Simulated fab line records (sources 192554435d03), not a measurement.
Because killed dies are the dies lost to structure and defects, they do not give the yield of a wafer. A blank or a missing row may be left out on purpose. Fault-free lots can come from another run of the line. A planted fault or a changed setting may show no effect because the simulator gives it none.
Which tool is to blame? / flow n5_finfet / 11 lots, 33 wafers sampled, at 4 steps of a route of 1938

== WHAT THE GAUGES READ, wafer by wafer ==
Not one reading of a measure or inspect step in the record can be checked against a usual standard deviation.

== WHICH TOOL RAN EACH LOT (tool, then ch and the chambers of the sampled wafers, then the start) ==
lot=L925; N5_BEOL_M4_SPUTTER_88=pvd_sputter-01, day 7 18:37; N5_PASSIVATION_DESCUM_32=rie_diel-05 ch 1,2, day 11 19:25; N5_PASSIVATION_PASS_ETCH_47=rie_diel-02 ch 1,2,3, day 11 21:46; N5_PASSIVATION_PROBE_49=-
lot=L927; N5_BEOL_M4_SPUTTER_88=pvd_sputter-01, day 8 13:11; N5_PASSIVATION_DESCUM_32=rie_diel-02 ch 2,3, day 12 18:58; N5_PASSIVATION_PASS_ETCH_47=rie_diel-01 ch 0,2, day 12 21:06; N5_PASSIVATION_PROBE_49=-
lot=L928; N5_BEOL_M4_SPUTTER_88=pvd_sputter-02, day 9 01:40; N5_PASSIVATION_DESCUM_32=rie_diel-05 ch 0,1, day 13 00:46; N5_PASSIVATION_PASS_ETCH_47=rie_diel-01 ch 1,2,3, day 13 02:33; N5_PASSIVATION_PROBE_49=-
lot=L930; N5_BEOL_M4_SPUTTER_88=pvd_sputter-03, day 9 07:34; N5_PASSIVATION_DESCUM_32=rie_diel-01 ch 1,2, day 13 16:51; N5_PASSIVATION_PASS_ETCH_47=rie_diel-01 ch 0,1, day 13 19:02; N5_PASSIVATION_PROBE_49=-
lot=L931; N5_BEOL_M4_SPUTTER_88=pvd_sputter-03, day 9 14:16; N5_PASSIVATION_DESCUM_32=rie_diel-01 ch 2,3, day 13 16:08; N5_PASSIVATION_PASS_ETCH_47=rie_diel-05 ch 0,1, day 13 18:06; N5_PASSIVATION_PROBE_49=-
lot=L933; N5_BEOL_M4_SPUTTER_88=pvd_sputter-03, day 9 20:43; N5_PASSIVATION_DESCUM_32=rie_diel-02 ch 0,1,3, day 14 04:11; N5_PASSIVATION_PASS_ETCH_47=rie_diel-02 ch 1,2,3, day 14 05:58; N5_PASSIVATION_PROBE_49=prober-02, day 14 08:59
lot=L936; N5_BEOL_M4_SPUTTER_88=pvd_sputter-03, day 10 14:00; N5_PASSIVATION_DESCUM_32=rie_diel-05 ch 0,1,2, day 14 18:13; N5_PASSIVATION_PASS_ETCH_47=rie_diel-01 ch 0,1,2, day 14 20:02; N5_PASSIVATION_PROBE_49=prober-02, day 14 23:04
lot=L940; N5_BEOL_M4_SPUTTER_88=pvd_sputter-01, day 12 13:10; N5_PASSIVATION_DESCUM_32=rie_diel-05 ch 0,1,2, day 16 13:25; N5_PASSIVATION_PASS_ETCH_47=rie_diel-01 ch 0,1,3, day 16 15:18; N5_PASSIVATION_PROBE_49=-
lot=L943; N5_BEOL_M4_SPUTTER_88=pvd_sputter-01, day 12 16:39; N5_PASSIVATION_DESCUM_32=rie_diel-05 ch 0,1,3, day 16 18:17; N5_PASSIVATION_PASS_ETCH_47=rie_diel-05 ch 1,3, day 16 20:14; N5_PASSIVATION_PROBE_49=prober-01, day 16 23:20
lot=L944; N5_BEOL_M4_SPUTTER_88=pvd_sputter-01, day 12 19:47; N5_PASSIVATION_DESCUM_32=rie_diel-05 ch 1,3, day 16 21:38; N5_PASSIVATION_PASS_ETCH_47=rie_diel-05 ch 0,1,3, day 17 00:23; N5_PASSIVATION_PROBE_49=-
lot=L946; N5_BEOL_M4_SPUTTER_88=pvd_sputter-02, day 13 08:11; N5_PASSIVATION_DESCUM_32=rie_diel-02 ch 1,2, day 17 23:13; N5_PASSIVATION_PASS_ETCH_47=rie_diel-02 ch 0,3, day 18 02:04; N5_PASSIVATION_PROBE_49=-
- N5_BEOL_M4_SPUTTER_88: material Cu, target thk 4.5 nm, time 8.29 s.
- N5_PASSIVATION_DESCUM_32: chemistry O2, time 7.9 s.
- N5_PASSIVATION_PASS_ETCH_47: etches SiNx in CF4/O2, target depth 770 nm, time 385 s.
- N5_PASSIVATION_PROBE_49

== WHAT THE TOOLS THEMSELVES READ (means of the sampled wafers that have a number; where no wafer has one, the mark that the record gives instead) ==
N5_BEOL_M4_SPUTTER_88. Usual: chuck_sensor_temp_C -15.7 C, standard deviation 0.58; susceptor_temp_C -20.01 C, standard deviation 0.1; throttle_valve_pct 30.4 %, standard deviation 0.44.
lot=L925; tool=pvd_sputter-01; chuck_sensor_temp_C (C)=-16.4; susceptor_temp_C (C)=-20.03; throttle_valve_pct (%)=30.5; flag=
lot=L927; tool=pvd_sputter-01; chuck_sensor_temp_C (C)=-16.2; susceptor_temp_C (C)=-20.10; throttle_valve_pct (%)=30.5; flag=
lot=L928; tool=pvd_sputter-02; chuck_sensor_temp_C (C)=-15.3; susceptor_temp_C (C)=-20.10; throttle_valve_pct (%)=30.6; flag=
lot=L930; tool=pvd_sputter-03; chuck_sensor_temp_C (C)=-16.2; susceptor_temp_C (C)=-19.99; throttle_valve_pct (%)=30.4; flag=
lot=L931; tool=pvd_sputter-03; chuck_sensor_temp_C (C)=-15.8; susceptor_temp_C (C)=-19.95; throttle_valve_pct (%)=30.1; flag=
lot=L933; tool=pvd_sputter-03; chuck_sensor_temp_C (C)=-16.1; susceptor_temp_C (C)=-20.14; throttle_valve_pct (%)=30.5; flag=
lot=L936; tool=pvd_sputter-03; chuck_sensor_temp_C (C)=-16.0; susceptor_temp_C (C)=-19.98; throttle_valve_pct (%)=30.2; flag=
lot=L940; tool=pvd_sputter-01; chuck_sensor_temp_C (C)=-16.4; susceptor_temp_C (C)=-19.94; throttle_valve_pct (%)=30.4; flag=
lot=L943; tool=pvd_sputter-01; chuck_sensor_temp_C (C)=-16.4; susceptor_temp_C (C)=-19.91; throttle_valve_pct (%)=30.3; flag=
lot=L944; tool=pvd_sputter-01; chuck_sensor_temp_C (C)=-15.5; susceptor_temp_C (C)=-20.01; throttle_valve_pct (%)=30.3; flag=
lot=L946; tool=pvd_sputter-02; chuck_sensor_temp_C (C)=-15.3; susceptor_temp_C (C)=-19.96; throttle_valve_pct (%)=30.6; flag=

N5_PASSIVATION_DESCUM_32. Usual: chamber_pressure_mTorr 20.001 mTorr, standard deviation 0.018; drypump_motor_current_A 5.7 A, standard deviation 0.46; oes_product_au 0.81 a.u., standard deviation 0.096; rf_vpp_V 242.5 V, standard deviation 1; showerhead_plenum_p_Torr 2.045 Torr, standard deviation 0.029; temp_c 40.01 C, standard deviation 0.11; throttle_valve_pct 20.41 %, standard deviation 0.21.
lot=L925; tool=rie_diel-05; chamber_pressure_mTorr (mTorr)=20.007; drypump_motor_current_A (A)=5.4; oes_product_au (a.u.)=0.77; rf_vpp_V (V)=241.3; showerhead_plenum_p_Torr (Torr)=2.007; temp_c (C)=40.02; throttle_valve_pct (%)=20.41; flag=
lot=L927; tool=rie_diel-02; chamber_pressure_mTorr (mTorr)=19.991; drypump_motor_current_A (A)=6.0; oes_product_au (a.u.)=0.72; rf_vpp_V (V)=243.6; showerhead_plenum_p_Torr (Torr)=2.074; temp_c (C)=40.08; throttle_valve_pct (%)=20.69; flag=
lot=L928; tool=rie_diel-05; chamber_pressure_mTorr (mTorr)=20.016; drypump_motor_current_A (A)=5.4; oes_product_au (a.u.)=0.92; rf_vpp_V (V)=242.6; showerhead_plenum_p_Torr (Torr)=2.059; temp_c (C)=40.03; throttle_valve_pct (%)=20.14; flag=
lot=L930; tool=rie_diel-01; chamber_pressure_mTorr (mTorr)=19.998; drypump_motor_current_A (A)=5.7; oes_product_au (a.u.)=0.90; rf_vpp_V (V)=242.0; showerhead_plenum_p_Torr (Torr)=2.048; temp_c (C)=40.00; throttle_valve_pct (%)=20.32; flag=
lot=L931; tool=rie_diel-01; chamber_pressure_mTorr (mTorr)=20.016; drypump_motor_current_A (A)=5.4; oes_product_au (a.u.)=0.80; rf_vpp_V (V)=242.5; showerhead_plenum_p_Torr (Torr)=2.041; temp_c (C)=40.08; throttle_valve_pct (%)=20.54; flag=
lot=L933; tool=rie_diel-02; chamber_pressure_mTorr (mTorr)=19.999; drypump_motor_current_A (A)=5.9; oes_product_au (a.u.)=0.72; rf_vpp_V (V)=243.5; showerhead_plenum_p_Torr (Torr)=2.058; temp_c (C)=39.97; throttle_valve_pct (%)=20.42; flag=
lot=L936; tool=rie_diel-05; chamber_pressure_mTorr (mTorr)=19.997; drypump_motor_current_A (A)=5.4; oes_product_au (a.u.)=0.81; rf_vpp_V (V)=242.2; showerhead_plenum_p_Torr (Torr)=2.026; temp_c (C)=39.89; throttle_valve_pct (%)=20.31; flag=
lot=L940; tool=rie_diel-05; chamber_pressure_mTorr (mTorr)=20.007; drypump_motor_current_A (A)=5.4; oes_product_au (a.u.)=0.78; rf_vpp_V (V)=243.2; showerhead_plenum_p_Torr (Torr)=2.021; temp_c (C)=39.99; throttle_valve_pct (%)=20.34; flag=
lot=L943; tool=rie_diel-05; chamber_pressure_mTorr (mTorr)=19.984; drypump_motor_current_A (A)=5.6; oes_product_au (a.u.)=0.88; rf_vpp_V (V)=242.4; showerhead_plenum_p_Torr (Torr)=2.047; temp_c (C)=40.01; throttle_valve_pct (%)=20.32; flag=
lot=L944; tool=rie_diel-05; chamber_pressure_mTorr (mTorr)=20.005; drypump_motor_current_A (A)=5.8; oes_product_au (a.u.)=0.90; rf_vpp_V (V)=243.0; showerhead_plenum_p_Torr (Torr)=2.046; temp_c (C)=40.02; throttle_valve_pct (%)=20.46; flag=
lot=L946; tool=rie_diel-02; chamber_pressure_mTorr (mTorr)=20.005; drypump_motor_current_A (A)=6.0; oes_product_au (a.u.)=0.68; rf_vpp_V (V)=242.8; showerhead_plenum_p_Torr (Torr)=2.056; temp_c (C)=40.01; throttle_valve_pct (%)=20.73; flag=

N5_PASSIVATION_PASS_ETCH_47. Usual: chamber_pressure_mTorr 39.99 mTorr, standard deviation 0.035; drypump_motor_current_A 5.7 A, standard deviation 0.46; oes_product_au 0.80 a.u., standard deviation 0.088; rf_vpp_V 240.2 V, standard deviation 2; showerhead_plenum_p_Torr 2.156 Torr, standard deviation 0.028; throttle_valve_pct 15.84 %, standard deviation 0.24.
lot=L925; tool=rie_diel-02; chamber_pressure_mTorr (mTorr)=40.03; drypump_motor_current_A (A)=6.1; oes_product_au (a.u.)=0.73; rf_vpp_V (V)=240.7; showerhead_plenum_p_Torr (Torr)=2.199; throttle_valve_pct (%)=15.99; flag=
lot=L927; tool=rie_diel-01; chamber_pressure_mTorr (mTorr)=39.98; drypump_motor_current_A (A)=6.2; oes_product_au (a.u.)=0.84; rf_vpp_V (V)=239.9; showerhead_plenum_p_Torr (Torr)=2.148; throttle_valve_pct (%)=15.66; flag=
lot=L928; tool=rie_diel-01; chamber_pressure_mTorr (mTorr)=40.01; drypump_motor_current_A (A)=5.4; oes_product_au (a.u.)=0.84; rf_vpp_V (V)=240.8; showerhead_plenum_p_Torr (Torr)=2.166; throttle_valve_pct (%)=15.91; flag=
lot=L930; tool=rie_diel-01; chamber_pressure_mTorr (mTorr)=40.01; drypump_motor_current_A (A)=6.0; oes_product_au (a.u.)=0.89; rf_vpp_V (V)=242.4; showerhead_plenum_p_Torr (Torr)=2.156; throttle_valve_pct (%)=15.60; flag=
lot=L931; tool=rie_diel-05; chamber_pressure_mTorr (mTorr)=40.01; drypump_motor_current_A (A)=5.7; oes_product_au (a.u.)=0.88; rf_vpp_V (V)=241.0; showerhead_plenum_p_Torr (Torr)=2.159; throttle_valve_pct (%)=15.53; flag=
lot=L933; tool=rie_diel-02; chamber_pressure_mTorr (mTorr)=39.97; drypump_motor_current_A (A)=6.0; oes_product_au (a.u.)=0.71; rf_vpp_V (V)=240.5; showerhead_plenum_p_Torr (Torr)=2.191; throttle_valve_pct (%)=16.03; flag=
lot=L936; tool=rie_diel-01; chamber_pressure_mTorr (mTorr)=39.94; drypump_motor_current_A (A)=6.0; oes_product_au (a.u.)=0.85; rf_vpp_V (V)=239.9; showerhead_plenum_p_Torr (Torr)=2.149; throttle_valve_pct (%)=15.74; flag=
lot=L940; tool=rie_diel-01; chamber_pressure_mTorr (mTorr)=40.02; drypump_motor_current_A (A)=5.7; oes_product_au (a.u.)=0.86; rf_vpp_V (V)=240.7; showerhead_plenum_p_Torr (Torr)=2.151; throttle_valve_pct (%)=15.68; flag=
lot=L943; tool=rie_diel-05; chamber_pressure_mTorr (mTorr)=39.97; drypump_motor_current_A (A)=5.8; oes_product_au (a.u.)=0.89; rf_vpp_V (V)=241.3; showerhead_plenum_p_Torr (Torr)=2.160; throttle_valve_pct (%)=15.84; flag=
lot=L944; tool=rie_diel-05; chamber_pressure_mTorr (mTorr)=40.03; drypump_motor_current_A (A)=5.6; oes_product_au (a.u.)=0.86; rf_vpp_V (V)=240.1; showerhead_plenum_p_Torr (Torr)=2.155; throttle_valve_pct (%)=15.70; flag=
lot=L946; tool=rie_diel-02; chamber_pressure_mTorr (mTorr)=40.00; drypump_motor_current_A (A)=5.8; oes_product_au (a.u.)=0.72; rf_vpp_V (V)=239.5; showerhead_plenum_p_Torr (Torr)=2.133; throttle_valve_pct (%)=15.98; flag=

N5_PASSIVATION_PROBE_49. Usual: defect_limited_yield 91.2 %, standard deviation 1.6; killed_at_M0_to_M3 33, standard deviation 11; killed_at_M4_up 15, standard deviation 6.2; killed_at_contacts 15, standard deviation 7.1; killed_at_front_end 38, standard deviation 12; killed_at_other 4, standard deviation 3.5; killed_dies 104, standard deviation 19; killed_open 69, standard deviation 14; killed_short 34, standard deviation 8.5; sort_bin_5_function 5.2 %, standard deviation 0.99; sort_bin_6_memory 3.3 %, standard deviation 0.77; sort_n_pass 1076, standard deviation 19; sort_yield_pct 91.2 %, standard deviation 1.6.
lot=L933; tool=prober-02; defect_limited_yield (%)=80.5; killed_at_M0_to_M3=31; killed_at_M4_up=156; killed_at_contacts=10; killed_at_front_end=30; killed_at_other=4; killed_dies=230; killed_open=54; killed_short=33; sort_bin_5_function (%)=11.6; sort_bin_6_memory (%)=4.2; sort_n_pass=950; sort_yield_pct (%)=80.5; flag=OFF
lot=L936; tool=prober-02; defect_limited_yield (%)=79.7; killed_at_M0_to_M3=32; killed_at_M4_up=167; killed_at_contacts=9; killed_at_front_end=28; killed_at_other=3; killed_dies=240; killed_open=59; killed_short=32; sort_bin_5_function (%)=12.1; sort_bin_6_memory (%)=4.6; sort_n_pass=940; sort_yield_pct (%)=79.7; flag=OFF
lot=L943; tool=prober-01; defect_limited_yield (%)=89.9; killed_at_M0_to_M3=28; killed_at_M4_up=18; killed_at_contacts=19; killed_at_front_end=48; killed_at_other=5; killed_dies=119; killed_open=76; killed_short=42; sort_bin_5_function (%)=6.0; sort_bin_6_memory (%)=3.7; sort_n_pass=1061; sort_yield_pct (%)=89.9; flag=

== THE ANSWER, worked out from the rows above alone ==
Rule: take the mean of a lot's wafers that have a number; if it is more than 3 standard deviations from the usual mean, the lot is off. A lot without any number at a reading at which 4 lots or more have one is off too. Any other lot the step has rows for is counted as sound. The gauges are gone through in route order, then the tools' own readings, and for those a lot's mean is taken as printed above. At the first step where some lot is off, the reading lying furthest off is the one used; lots without a number count as furthest.
Off at N5_PASSIVATION_PROBE_49 (killed_at_M4_up): L933, L936. Neither off nor sound, because the step has no rows for them: L925, L927, L928, L930, L931, L940, L944, L946.
If a tool, at that step or one of the process steps before it, ran each lot that is off and ran no sound lot following the first of them, it fits. This does not decide it: 2 tools fit, namely pvd_sputter-03 at N5_BEOL_M4_SPUTTER_88 and prober-02 at N5_PASSIVATION_PROBE_49.

== WHAT THE SIMULATOR HAD PUT IN ==
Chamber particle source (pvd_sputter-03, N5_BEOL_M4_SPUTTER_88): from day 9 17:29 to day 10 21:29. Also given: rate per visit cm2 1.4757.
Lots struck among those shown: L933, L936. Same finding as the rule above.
